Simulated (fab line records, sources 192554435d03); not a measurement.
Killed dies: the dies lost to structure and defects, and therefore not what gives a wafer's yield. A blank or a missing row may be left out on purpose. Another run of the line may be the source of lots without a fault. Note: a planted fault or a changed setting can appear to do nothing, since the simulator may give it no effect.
Matching of chambers :: flow n5_finfet :: 4 sister chambers for N5_BEOL_M1_DESCUM_33 on rie_diel-06
The step chemistry O2, time 7 s. 4 wafers are shown with their chamber, then 9 later ones without.

== WAFERS, EACH WITH ITS CHAMBER ==
wafer: L084.6
chamber: 0
showerhead_plenum_p_Torr (Torr): 2.21

wafer: L088.1
chamber: 3
showerhead_plenum_p_Torr (Torr): 1.98

wafer: L088.5
chamber: 1
showerhead_plenum_p_Torr (Torr): 2.17

wafer: L088.6
chamber: 2
showerhead_plenum_p_Torr (Torr): 2.15

== WAFERS MISSING THEIR CHAMBER ==
wafer: L093.1
showerhead_plenum_p_Torr (Torr): 2.15

wafer: L093.3
showerhead_plenum_p_Torr (Torr): 1.97

wafer: L093.4
showerhead_plenum_p_Torr (Torr): 2.17

wafer: L096.4
showerhead_plenum_p_Torr (Torr): 1.97

wafer: L096.5
showerhead_plenum_p_Torr (Torr): 2.17

wafer: L096.6
showerhead_plenum_p_Torr (Torr): 2.20

wafer: L097.1
showerhead_plenum_p_Torr (Torr): 2.20

wafer: L097.4
showerhead_plenum_p_Torr (Torr): 2.20

wafer: L097.5
showerhead_plenum_p_Torr (Torr): 2.14

== CHAMBER TAKEN BY EACH ==
wafer: L093.1
from the rows above: 2
in truth: 2

wafer: L093.3
from the rows above: 3
in truth: 3

wafer: L093.4
from the rows above: 1
in truth: 1

wafer: L096.4
from the rows above: 3
in truth: 3

wafer: L096.5
from the rows above: 1
in truth: 1

wafer: L096.6
from the rows above: 0
in truth: 0

wafer: L097.1
from the rows above: 0
in truth: 0

wafer: L097.4
from the rows above: 0
in truth: 0

wafer: L097.5
from the rows above: 2
in truth: 2
Placed correctly: 9 of 9. From these rows, 0 cannot be placed. Placed wrongly: 0.
How it was worked out, from the rows above alone: a wafer's distance from a chamber is the root of the sum, over the readings, of the square of ((its reading less the chamber's mean) divided by the reading's scatter). The wafer belongs to the nearest chamber; if the next one is less than 2 further off, it can't be placed. For every chamber, the mean is computed from those of its wafers that are shown. The scatter: root of mean squared gap, hidden wafer to nearest shown wafer, with one shown wafer a chamber.
